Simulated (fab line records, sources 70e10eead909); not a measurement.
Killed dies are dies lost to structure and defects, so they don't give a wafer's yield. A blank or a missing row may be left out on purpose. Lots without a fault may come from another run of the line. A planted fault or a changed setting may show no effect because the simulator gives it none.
Chamber matching | flow nand_harc | NHARC_A_STAIRCASE_TRIM_12 on rie_diel-01: 4 sister chambers
The step chemistry O2, time 211.2 s. 14 wafers are shown with their chamber, then 7 later ones without.

WAFERS WITH THEIR CHAMBER
wafer  | chamber | showerhead_plenum_p_Torr (Torr) | drypump_motor_current_A (A) | rf_vpp_V (V)
L076.1 | 0       | 3.66                            | 6.4                         | 58.3
L076.2 | 2       | 3.40                            | 5.7                         | 57.9
L076.5 | 3       | 3.51                            | 5.8                         | 58.1
L077.3 | 2       | 3.40                            | 5.7                         | 58.1
L077.4 | 1       | 3.31                            | 5.9                         | 56.4
L077.5 | 0       | 3.66                            | 6.4                         | 57.9
L079.1 | 1       | 3.30                            | 5.9                         | 57.3
L079.4 | 0       | 3.65                            | 6.4                         | 59.0
L079.6 | 3       | 3.50                            | 5.8                         | 55.9
L083.3 | 1       | 3.30                            | 6.0                         | 56.5
L083.4 | 3       | 3.50                            | 5.8                         | 58.2
L083.6 | 1       | 3.30                            | 6.0                         | 56.9
L085.1 | 0       | 3.65                            | 6.4                         | 58.3
L085.3 | 3       | 3.49                            | 5.8                         | 57.9

SIGNATURES (means of the wafers above)
reading                  | chamber 0 | chamber 1 | chamber 2 | chamber 3 | scatter within a chamber
showerhead_plenum_p_Torr | 3.6550    | 3.3025    | 3.4000    | 3.5000    | 0.00612
drypump_motor_current_A  | 6.400     | 5.950     | 5.700     | 5.800     | 0.0316
rf_vpp_V                 | 58.375    | 56.775    | 58.000    | 57.525    | 0.687
Rule: a wafer's distance from a chamber is the root of the sum, over the readings, of the square of ((its reading less the chamber's mean) divided by the reading's scatter). The wafer belongs to the nearest chamber; if the next one is less than 2 further off, it can't be placed. The scatter: the root of (the sum of the squares of (reading less its chamber's mean) over the shown wafers, divided by (wafers less chambers)).

WAFERS WITHOUT THEIR CHAMBER
wafer  | showerhead_plenum_p_Torr (Torr) | drypump_motor_current_A (A) | rf_vpp_V (V)
L085.4 | 3.30                            | 5.9                         | 56.2
L090.1 | 3.81                            | 6.0                         | 59.1
L090.2 | 3.40                            | 5.7                         | 57.8
L090.4 | 3.81                            | 6.0                         | 59.8
L095.2 | 3.39                            | 5.7                         | 57.6
L095.4 | 3.48                            | 5.8                         | 57.8
L095.5 | 3.39                            | 5.7                         | 56.7

WHICH CHAMBER EACH WENT THROUGH
wafer  | from the rows above | in truth
L085.4 | 1                   | 1
L090.1 | 0                   | 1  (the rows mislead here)
L090.2 | 2                   | 2
L090.4 | 0                   | 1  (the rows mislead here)
L095.2 | 2                   | 2
L095.4 | 3                   | 3
L095.5 | 2                   | 2
Placed correctly: 5 of 7. Can't be placed from these rows: 0. Placed wrongly: 2.
